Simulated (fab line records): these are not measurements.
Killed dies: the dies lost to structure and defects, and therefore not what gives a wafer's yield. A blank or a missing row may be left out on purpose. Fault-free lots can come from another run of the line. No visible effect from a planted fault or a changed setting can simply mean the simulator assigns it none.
Chamber matching + flow n5Finfet + 4 sister chambers for N5_BEOL_M10_CMP_52 on cmp-03
The step polishes, stops on SiCOH lowk, t overpolish 7 s, target thk 140 nm. 4 wafers are shown with their chamber, then 8 later ones without.

## EACH WAFER AND ITS CHAMBER
| wafer  | chamber | clearingPlatenRpm (rpm) |
|--------|---------|-------------------------|
| L091.2 | 1       | 50.029                  |
| L091.4 | 3       | 50.026                  |
| L091.6 | 0       | 49.965                  |
| L093.2 | 2       | 50.003                  |

## WAFERS WITH NO CHAMBER GIVEN
| wafer  | clearingPlatenRpm (rpm) |
|--------|-------------------------|
| L093.4 | 50.006                  |
| L093.5 | 49.985                  |
| L094.1 | 50.007                  |
| L094.4 | 49.989                  |
| L094.5 | 50.026                  |
| L096.2 | 50.026                  |
| L096.4 | 49.984                  |
| L096.5 | 50.002                  |

## WHICH CHAMBER EACH WENT THROUGH
| wafer  | from the rows above          | in truth |
|--------|------------------------------|----------|
| L093.4 | can't be placed: 2 or 3 or 1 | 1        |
| L093.5 | can't be placed: 2 or 0      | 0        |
| L094.1 | can't be placed: 2 or 3 or 1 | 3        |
| L094.4 | can't be placed: 2 or 0      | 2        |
| L094.5 | can't be placed: 3 or 1      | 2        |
| L096.2 | can't be placed: 3 or 1      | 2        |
| L096.4 | can't be placed: 0 or 2      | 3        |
| L096.5 | 2                            | 2        |
Correctly placed: 1 of 8. From these rows, 7 cannot be placed; in 4 the true chamber is one of the candidates. 0 placed wrongly.
How it was worked out, from the rows above alone: a wafer's distance from a chamber is the root of the sum, over the readings, of the square of ((its reading less the chamber's mean) divided by the reading's scatter). If the next closest chamber is less than 2 further off than the closest, the wafer can't be placed; otherwise it belongs to the closest. The mean given for a chamber averages the wafers shown for that chamber. The scatter (one wafer shown for each chamber): square how far every hidden wafer sits from the nearest shown wafer, average those squares and take the square root.
